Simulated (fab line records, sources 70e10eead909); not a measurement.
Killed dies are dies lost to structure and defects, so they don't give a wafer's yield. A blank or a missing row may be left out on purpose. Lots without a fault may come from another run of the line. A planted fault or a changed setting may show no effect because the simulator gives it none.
Problem report in the 8D (eight disciplines) form, filled by code | flow nand_harc | the parts of the form that need people (team, actions taken, sign-off) are left out

1. THE PROBLEM
run_length_s at NHARC_A_WL_FILL_ETCHBACK_17 reads a mean of 40.4 s on 3 wafers of 2 lots; wafers without a fault read 47.9 s with a standard deviation of 0.47. That is -16 standard deviations from the usual mean.
The step: etches the open film in Cl2/BCl3, target depth 4 nm, time 26.7 s.
First seen on wafer L665.2, day 17 19:40, on rie_metal-02. The record holds 36 wafers of 12 lots with a number at this step. Rule for "out", or "out of limits": more than 4 standard deviations from the usual mean. The other wafers with a number count as sound.

2. WHAT IT IS AND WHAT IT IS NOT
question                    | is                     | is not
which readings at this step | run_length_s           | drypump_motor_current_A, oes_product_au
which lots                  | L665, L668             | L657, L658, L661, L672, L674, L675, L677, L678, L679, L680
which wafers of those lots  | L665.2, L668.2, L668.3 | L665.1, L665.6, L668.1
read on which tools         | rie_metal-02           | rie_metal-01, rie_metal-03
when                        | from day 17 19:40      | up to then (11 sound wafers); but 22 sound wafers of L668, L672, L674, L675, L677, L678, L679, L680 came after

3. SUSPECTS, AND WHAT RULES EACH OUT
Counting: a tool at a process step up to the reading stays a suspect if it ran every lot that is out. Sound lots after the first of them don't rule it out here, since some wafers of a struck lot are sound.
- rie_metal-02 at NHARC_A_WL_FILL_ETCHBACK_17 (etches the open film in Cl2/BCl3, target depth 4 nm, time 26.7 s): kept. It ran every lot that is out, first L665 (day 17 19:40); its last sound lot up to then is L658 (day 15 13:46). Its own readings are out on those wafers: run_length_s.
- Within rie_metal-02 at NHARC_A_WL_FILL_ETCHBACK_17: the wafers that are out ran in chamber 0; their sound lot-mates ran in chamber 1.
Left after counting: rie_metal-02 at NHARC_A_WL_FILL_ETCHBACK_17.

4. THE CAUSE (what the simulator had put in)
Process parameter drift: rie_metal-02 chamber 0, from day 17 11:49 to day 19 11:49, at NHARC_A_WL_FILL_ETCHBACK_17. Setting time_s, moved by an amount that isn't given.
Counting left only this tool.

5. THE CHAIN OF EFFECTS, in route order
Each row: a reading whose mean over the struck wafers that have a number lies more than 3 standard deviations from the usual. Only readings for which the record gives a usual standard deviation are gone through. hours: the time from each lot's start at the first step in this table that gives one to its start at this step, as a median over the lots. sigmas: the change in usual standard deviations.
hours | step                        | reading      | usual  | on struck wafers | change | sigmas
0     | NHARC_A_WL_FILL_ETCHBACK_17 | run_length_s | 47.9 s | 40.4             | -7.5   | -16
The process steps in it:
- NHARC_A_WL_FILL_ETCHBACK_17: etches the open film in Cl2/BCl3, target depth 4 nm, time 26.7 s.

6. WHAT WOULD HAVE CAUGHT IT SOONER
In this record the first reading out of limits was taken at day 17 19:40, 8 hours after the fault began at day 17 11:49.
